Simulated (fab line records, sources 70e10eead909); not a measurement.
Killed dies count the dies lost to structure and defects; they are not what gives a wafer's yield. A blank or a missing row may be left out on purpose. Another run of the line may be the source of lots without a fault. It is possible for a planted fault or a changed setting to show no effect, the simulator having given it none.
Which tool did it? :: flow nand harc :: Sampling: 13 lots, 39 wafers, 6 of 1302 route steps

## WHAT EACH GAUGE READ, for each wafer
NHARC_A_ONON_D2_THK_MEAS_05: measures by ellipsometry. Usual: thk nm at 998 nm, with a standard deviation of 12.
lot: L476
measured: day 14 02:14
on: film metro-02
thk nm (nm): 1001 1000 1002
flag: 

lot: L477
measured: day 14 07:35
on: film metro-01
thk nm (nm): 990 992 989
flag: 

lot: L479
measured: day 14 21:04
on: film metro-02
thk nm (nm): 984 982 983
flag: 

lot: L481
measured: day 15 15:55
on: film metro-01
thk nm (nm): 1004 1003 1003
flag: 

lot: L482
measured: day 16 14:02
on: film metro-01
thk nm (nm): 991 994 991
flag: 

lot: L485
measured: day 18 06:02
on: film metro-02
thk nm (nm): 994 994 995
flag: 

lot: L487
measured: day 18 12:13
on: film metro-01
thk nm (nm): 997 996 996
flag: 

lot: L488
measured: day 19 03:25
on: film metro-02
thk nm (nm): 994 994 994
flag: 

lot: L489
measured: day 19 11:29
on: film metro-02
thk nm (nm): 993 995 995
flag: 

lot: L491
measured: day 20 08:58
on: film metro-02
thk nm (nm): 987 988 990
flag: 

lot: L492
measured: day 20 22:09
on: film metro-02
thk nm (nm): 1000 998 999
flag: 

lot: L494
measured: day 22 08:04
on: film metro-02
thk nm (nm): 1001 1003 1001
flag: 

lot: L495
measured: day 22 08:05
on: film metro-01
thk nm (nm): 982 983 981
flag: 

NHARC_A_ONON_D2_INSPECT_32. Usual: raw defect count at 395, with a standard deviation of 160.
lot: L476
measured: day 14 14:10
on: defect inspect-02
raw defect count: 361 421 391
flag: 

lot: L477
measured: day 14 19:58
on: defect inspect-02
raw defect count: 628 634 620
flag: 

lot: L479
measured: day 15 08:57
on: defect inspect-02
raw defect count: 1465 1403 1412
flag: OFF

lot: L481
measured: day 16 04:07
on: defect inspect-02
raw defect count: 1619 2149 1819
flag: OFF

lot: L482
measured: day 17 02:16
on: defect inspect-02
raw defect count: 222 264 417
flag: 

lot: L485
measured: day 18 17:55
on: defect inspect-02
raw defect count: 622 532 450
flag: 

lot: L487
measured: day 19 00:24
on: defect inspect-01
raw defect count: 435 396 468
flag: 

lot: L488
measured: day 19 17:45
on: defect inspect-01
raw defect count: 567 555 517
flag: 

lot: L489
measured: day 19 23:22
on: defect inspect-01
raw defect count: 378 426 405
flag: 

lot: L491
measured: day 20 21:13
on: defect inspect-02
raw defect count: 325 352 449
flag: 

lot: L492
measured: day 21 10:43
on: defect inspect-02
raw defect count: 297 233 320
flag: 

lot: L494
measured: day 22 20:09
on: defect inspect-02
raw defect count: 478 252 258
flag: 

lot: L495
measured: day 22 20:01
on: defect inspect-01
raw defect count: 193 321 256
flag: 

NHARC_END_SORT_01. Usual: killed at array 57, standard deviation 19; killed at other 0.9, standard deviation 1.1; killed at periphery 4.0, standard deviation 2.6; killed dies 62, standard deviation 19; killed open 3.3, standard deviation 1.8; killed short 2.4, standard deviation 1.7.
lot: L476
measured: day 25 23:07
on: prober-01
killed at array: 64 58 46
killed at other: 0 2 0
killed at periphery: 6 5 5
killed dies: 70 65 51
killed open: 5 1 3
killed short: 1 7 4
flag: 

lot: L479
measured: day 26 18:14
on: prober-02
killed at array: 110 113 117
killed at other: 2 0 3
killed at periphery: 3 2 1
killed dies: 115 115 121
killed open: 4 4 4
killed short: 2 0 1
flag: 

lot: L481
measured: day 27 12:02
on: prober-02
killed at array: 105 133 104
killed at other: 3 2 2
killed at periphery: 5 3 2
killed dies: 113 138 108
killed open: 0 4 4
killed short: 5 3 4
flag: OFF

lot: L482
measured: day 28 11:38
on: prober-02
killed at array: 64 70 67
killed at other: 0 2 0
killed at periphery: 0 3 2
killed dies: 64 75 69
killed open: 4 5 5
killed short: 1 4 2
flag: 

lot: L485
measured: day 29 15:41
on: prober-01
killed at array: 43 52 63
killed at other: 0 1 1
killed at periphery: 3 5 5
killed dies: 46 58 69
killed open: 2 5 0
killed short: 0 4 1
flag: 

## TOOL THAT RAN EACH LOT (tool first, then ch and the chambers of the sampled wafers, then the start)
lot: L476
NHARC_A_ONON_D2_DEP_28: pecvd onon-04 ch 0, day 14 13:07
NHARC_A_ONON_D2_DEP_33: pecvd-03 ch 0,1, day 14 13:41
NHARC_A_CHANNEL_HOLE_D2_DEP_01: pecvd-02 ch 0,1,2, day 14 17:38

lot: L477
NHARC_A_ONON_D2_DEP_28: pecvd onon-04 ch 0, day 14 18:54
NHARC_A_ONON_D2_DEP_33: pecvd-01 ch 0,1,2, day 14 19:28
NHARC_A_CHANNEL_HOLE_D2_DEP_01: pecvd-02 ch 0,2, day 14 21:58

lot: L479
NHARC_A_ONON_D2_DEP_28: pecvd onon-04 ch 0, day 15 07:54
NHARC_A_ONON_D2_DEP_33: pecvd-04 ch 0,1,2, day 15 08:28
NHARC_A_CHANNEL_HOLE_D2_DEP_01: pecvd-01 ch 0,1,2, day 15 10:57

lot: L481
NHARC_A_ONON_D2_DEP_28: pecvd onon-04 ch 0, day 16 03:07
NHARC_A_ONON_D2_DEP_33: pecvd-01 ch 0,1,2, day 16 03:43
NHARC_A_CHANNEL_HOLE_D2_DEP_01: pecvd-01 ch 0,2, day 16 09:25

lot: L482
NHARC_A_ONON_D2_DEP_28: pecvd onon-02 ch 0, day 17 01:17
NHARC_A_ONON_D2_DEP_33: pecvd-01 ch 0,2, day 17 01:47
NHARC_A_CHANNEL_HOLE_D2_DEP_01: pecvd-01 ch 0,1, day 17 07:28

lot: L485
NHARC_A_ONON_D2_DEP_28: pecvd onon-03 ch 0, day 18 16:55
NHARC_A_ONON_D2_DEP_33: pecvd-04 ch 0,1,2, day 18 17:31
NHARC_A_CHANNEL_HOLE_D2_DEP_01: pecvd-02 ch 0,1,2, day 18 19:57

lot: L487
NHARC_A_ONON_D2_DEP_28: pecvd onon-03 ch 0, day 18 23:22
NHARC_A_ONON_D2_DEP_33: pecvd-03 ch 0,1,2, day 18 23:56
NHARC_A_CHANNEL_HOLE_D2_DEP_01: pecvd-01 ch 0,1,2, day 19 08:07

lot: L488
NHARC_A_ONON_D2_DEP_28: pecvd onon-02 ch 0, day 19 16:49
NHARC_A_ONON_D2_DEP_33: pecvd-01 ch 1,2, day 19 17:16
NHARC_A_CHANNEL_HOLE_D2_DEP_01: pecvd-03 ch 0,1,2, day 19 21:02

lot: L489
NHARC_A_ONON_D2_DEP_28: pecvd onon-04 ch 0, day 19 22:22
NHARC_A_ONON_D2_DEP_33: pecvd-03 ch 0,2, day 19 22:53
NHARC_A_CHANNEL_HOLE_D2_DEP_01: pecvd-01 ch 1,2, day 20 02:19

lot: L491
NHARC_A_ONON_D2_DEP_28: pecvd onon-03 ch 0, day 20 20:17
NHARC_A_ONON_D2_DEP_33: pecvd-03 ch 0,2, day 20 20:50
NHARC_A_CHANNEL_HOLE_D2_DEP_01: pecvd-02 ch 0,1,2, day 20 23:11

lot: L492
NHARC_A_ONON_D2_DEP_28: pecvd onon-03 ch 0, day 21 09:38
NHARC_A_ONON_D2_DEP_33: pecvd-04 ch 0,1,2, day 21 10:13
NHARC_A_CHANNEL_HOLE_D2_DEP_01: pecvd-02 ch 0,1, day 21 14:25

lot: L494
NHARC_A_ONON_D2_DEP_28: pecvd onon-03 ch 0, day 22 19:05
NHARC_A_ONON_D2_DEP_33: pecvd-01 ch 0,1, day 22 19:40
NHARC_A_CHANNEL_HOLE_D2_DEP_01: pecvd-01 ch 0,1, day 23 00:01

lot: L495
NHARC_A_ONON_D2_DEP_28: pecvd onon-02 ch 0, day 22 19:05
NHARC_A_ONON_D2_DEP_33: pecvd-03 ch 0,1,2, day 22 19:37
NHARC_A_CHANNEL_HOLE_D2_DEP_01: pecvd-03 ch 0,1,2, day 22 23:28
- NHARC_A_ONON_D2_DEP_28: target thk 1000 nm.
- NHARC_A_ONON_D2_DEP_33: deposits SiO2, target thk 200 nm.
- NHARC_A_CHANNEL_HOLE_D2_DEP_01: deposits SiON, target thk 140 nm.

## AS READ BY THE TOOLS THEMSELVES (means over the sampled wafers that have a number; for cases with no such wafer, the mark the record gives instead)
NHARC_A_ONON_D2_DEP_28. Usual: n2 flow sccm at 2750 sccm, with a standard deviation of 8.6.
lot: L476
tool: pecvd onon-04
n2 flow sccm (sccm): 2749
flag: 

lot: L477
tool: pecvd onon-04
n2 flow sccm (sccm): 2737
flag: 

lot: L479
tool: pecvd onon-04
n2 flow sccm (sccm): 2757
flag: 

lot: L481
tool: pecvd onon-04
n2 flow sccm (sccm): 2763
flag: 

lot: L482
tool: pecvd onon-02
n2 flow sccm (sccm): 2746
flag: 

lot: L485
tool: pecvd onon-03
n2 flow sccm (sccm): 2752
flag: 

lot: L487
tool: pecvd onon-03
n2 flow sccm (sccm): 2760
flag: 

lot: L488
tool: pecvd onon-02
n2 flow sccm (sccm): 2760
flag: 

lot: L489
tool: pecvd onon-04
n2 flow sccm (sccm): 2739
flag: 

lot: L491
tool: pecvd onon-03
n2 flow sccm (sccm): 2755
flag: 

lot: L492
tool: pecvd onon-03
n2 flow sccm (sccm): 2735
flag: 

lot: L494
tool: pecvd onon-03
n2 flow sccm (sccm): 2748
flag: 

lot: L495
tool: pecvd onon-02
n2 flow sccm (sccm): 2749
flag: 

NHARC_A_ONON_D2_DEP_33. Usual: heater power outer w 305 W, standard deviation 57; heater power w 549 W, standard deviation 89; throttle valve pct 15.9 %, standard deviation 0.58.
lot: L476
tool: pecvd-03
heater power outer w (W): 316
heater power w (W): 593
throttle valve pct (%): 15.6
flag: 

lot: L477
tool: pecvd-01
heater power outer w (W): 310
heater power w (W): 543
throttle valve pct (%): 16.5
flag: 

lot: L479
tool: pecvd-04
heater power outer w (W): 304
heater power w (W): 553
throttle valve pct (%): 15.5
flag: 

lot: L481
tool: pecvd-01
heater power outer w (W): 344
heater power w (W): 596
throttle valve pct (%): 16.3
flag: 

lot: L482
tool: pecvd-01
heater power outer w (W): 296
heater power w (W): 521
throttle valve pct (%): 16.6
flag: 

lot: L485
tool: pecvd-04
heater power outer w (W): 254
heater power w (W): 494
throttle valve pct (%): 15.8
flag: 

lot: L487
tool: pecvd-03
heater power outer w (W): 313
heater power w (W): 566
throttle valve pct (%): 15.5
flag: 

lot: L488
tool: pecvd-01
heater power outer w (W): 318
heater power w (W): 564
throttle valve pct (%): 16.5
flag: 

lot: L489
tool: pecvd-03
heater power outer w (W): 263
heater power w (W): 452
throttle valve pct (%): 15.4
flag: 

lot: L491
tool: pecvd-03
heater power outer w (W): 255
heater power w (W): 447
throttle valve pct (%): 15.5
flag: 

lot: L492
tool: pecvd-04
heater power outer w (W): 316
heater power w (W): 573
throttle valve pct (%): 15.4
flag: 

lot: L494
tool: pecvd-01
heater power outer w (W): 275
heater power w (W): 495
throttle valve pct (%): 16.0
flag: 

lot: L495
tool: pecvd-03
heater power outer w (W): 311
heater power w (W): 566
throttle valve pct (%): 15.9
flag: 

NHARC_A_CHANNEL_HOLE_D2_DEP_01. Usual: heater power outer w 437 W, standard deviation 49; heater power w 720 W, standard deviation 75.
lot: L476
tool: pecvd-02
heater power outer w (W): 446
heater power w (W): 737
flag: 

lot: L477
tool: pecvd-02
heater power outer w (W): 423
heater power w (W): 699
flag: 

lot: L479
tool: pecvd-01
heater power outer w (W): 437
heater power w (W): 725
flag: 

lot: L481
tool: pecvd-01
heater power outer w (W): 484
heater power w (W): 767
flag: 

lot: L482
tool: pecvd-01
heater power outer w (W): 468
heater power w (W): 739
flag: 

lot: L485
tool: pecvd-02
heater power outer w (W): 417
heater power w (W): 707
flag: 

lot: L487
tool: pecvd-01
heater power outer w (W): 443
heater power w (W): 722
flag: 

lot: L488
tool: pecvd-03
heater power outer w (W): 470
heater power w (W): 766
flag: 

lot: L489
tool: pecvd-01
heater power outer w (W): 378
heater power w (W): 637
flag: 

lot: L491
tool: pecvd-02
heater power outer w (W): 452
heater power w (W): 746
flag: 

lot: L492
tool: pecvd-02
heater power outer w (W): 452
heater power w (W): 743
flag: 

lot: L494
tool: pecvd-01
heater power outer w (W): 465
heater power w (W): 776
flag: 

lot: L495
tool: pecvd-03
heater power outer w (W): 463
heater power w (W): 753
flag: 

## THE ANSWER, worked out from the rows above alone
Rule: take the mean of a lot's wafers that have a number; if it is more than 3 standard deviations from the usual mean, the lot is off. Also off: a lot with no number at a reading for which 4 or more lots have one. The other lots that the step has rows for count as sound. First the gauges in route order, then the tools' own readings, where a lot's mean is used as printed above. The first step at which some lot is off is used, and at that step the reading that is off furthest; a lot without a number counts as furthest.
Off, at NHARC_A_ONON_D2_INSPECT_32 on raw defect count: L479, L481.
If a tool, at a process step before that reading, ran all the lots that are off and no sound lot after the first of them, it fits. Those tools and the gauges at NHARC_A_ONON_D2_INSPECT_32 are tried in the same way. None of those tried fits.

## WHAT THE SIMULATOR PUT IN
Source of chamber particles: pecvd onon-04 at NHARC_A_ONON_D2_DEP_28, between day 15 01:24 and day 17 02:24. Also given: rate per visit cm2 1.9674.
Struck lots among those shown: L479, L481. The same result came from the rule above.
